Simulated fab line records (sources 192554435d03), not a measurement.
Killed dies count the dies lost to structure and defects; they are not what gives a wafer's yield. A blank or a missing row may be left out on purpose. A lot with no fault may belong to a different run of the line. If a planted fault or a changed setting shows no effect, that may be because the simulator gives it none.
Problem report in the 8D (eight disciplines) form, filled by code + flow n5-finfet + the parts of the form that need people (team, actions taken, sign-off) are left out

== 1. THE ISSUE ==
etch-rf-on-time-s at N5_BEOL_M3_ETCH_77 reads a mean of 5.96 s on 1 wafer of 1 lot; wafers without a fault read 5.15 s with a standard deviation of 0.091. Relative to the usual mean, that is a shift of +8.9 standard deviations.
The step: etches underlayer in N2/H2, target depth 6.5 nm, time 5.2 s.
First seen on wafer L186.3, day 11 00:22, on rie-diel-05. Wafers with a number at this step in the record: 23, from 8 lots. Rule for "out", or "out of limits": more than 4 standard deviations from the usual mean. The rest of the wafers with a number are treated as sound.

== 2. WHAT IT IS, AND WHAT IT ISN'T ==
| question                    | is                | is not                                                                                                        |
|-----------------------------|-------------------|---------------------------------------------------------------------------------------------------------------|
| which readings at this step | etch-rf-on-time-s | drypump-motor-current-A, n2-flow-sccm, oes-product-au, rf-vpp-V, showerhead-plenum-p-Torr, throttle-valve-pct |
| which lots                  | L186              | L171, L173, L177, L179, L191, L192, L193                                                                      |
| which wafers of those lots  | L186.3            | L186.6                                                                                                        |
| read on which tools         | rie-diel-05       | rie-diel-03                                                                                                   |
| when                        | from day 11 00:22 | up to then (13 sound wafers); but 9 sound wafers of L191, L192, L193 came after                               |

== 3. SUSPECTS, AND WHAT RULES EACH OUT ==
Counting: a tool at a process step up to the reading stays a suspect if it ran every lot that is out. Sound lots after the first of them don't rule it out here, since some wafers of a struck lot are sound.
- rie-diel-05 at N5_BEOL_M3_STRIP_66 (strips in CF4): kept. It ran the lot that is out, L186 (day 10 23:15).
- rie-metal-03 at N5_BEOL_M3_HM_OPEN_17 (chemistry Cl2/BCl3, target TiN, target depth 20 nm, overetch 6 nm): kept. It processed L186, the lot that is out, at day 10 23:20, and its most recent sound lot before then was L179 at day 9 05:34.
- rie-diel-05 at N5_BEOL_M3_ETCH_77 (etches underlayer in N2/H2, target depth 6.5 nm, time 5.2 s): kept. It processed L186, the lot that is out, at day 11 00:22, and its most recent sound lot before then was L179 at day 9 06:21. Its own etch-rf-on-time-s readings are out on those wafers.
- Within rie-diel-05 at N5_BEOL_M3_STRIP_66, the wafers that are out were processed in chamber 1 and their sound lot-mates in chamber 2.
- Within rie-diel-05 at N5_BEOL_M3_ETCH_77, the wafers that are out were processed in chamber 3 and their sound lot-mates in chamber 0.
Left after counting: rie-diel-05 at N5_BEOL_M3_STRIP_66, rie-metal-03 at N5_BEOL_M3_HM_OPEN_17, rie-diel-05 at N5_BEOL_M3_ETCH_77.

== 4. THE CAUSE (what the simulator had put in) ==
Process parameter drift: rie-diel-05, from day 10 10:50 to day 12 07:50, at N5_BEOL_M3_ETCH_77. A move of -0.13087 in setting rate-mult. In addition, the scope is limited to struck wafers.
3 suspects survive the count, and this tool is in that group.

== 5. THE CHAIN OF EFFECTS, in route order ==
Rows list readings where the struck wafers' mean (over those with a number) sits beyond 3 standard deviations from the usual. Only readings for which the record gives a usual standard deviation are gone through. hours: the time from each lot's start at the first step in this table that gives one to its start at this step, as a median over the lots. sigmas: the change in usual standard deviations.
| hours | step               | reading           | usual  | on struck wafers | change | sigmas |
|-------|--------------------|-------------------|--------|------------------|--------|--------|
| 0     | N5_BEOL_M3_ETCH_77 | etch-rf-on-time-s | 5.15 s | 5.96             | +0.81  | +8.9   |
Its process steps:
- N5_BEOL_M3_ETCH_77: etches underlayer in N2/H2, target depth 6.5 nm, time 5.2 s.
At these later measuring or inspecting steps, every struck wafer for which the step has a row has a number for every such reading, and none has moved that far: N5_BEOL_M4_RC_MEAS_101.

== 6. HOW IT WOULD HAVE BEEN CAUGHT EARLIER ==
First out-of-limits reading in this record: day 11 00:22, which is 14 hours after fault onset at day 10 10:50.
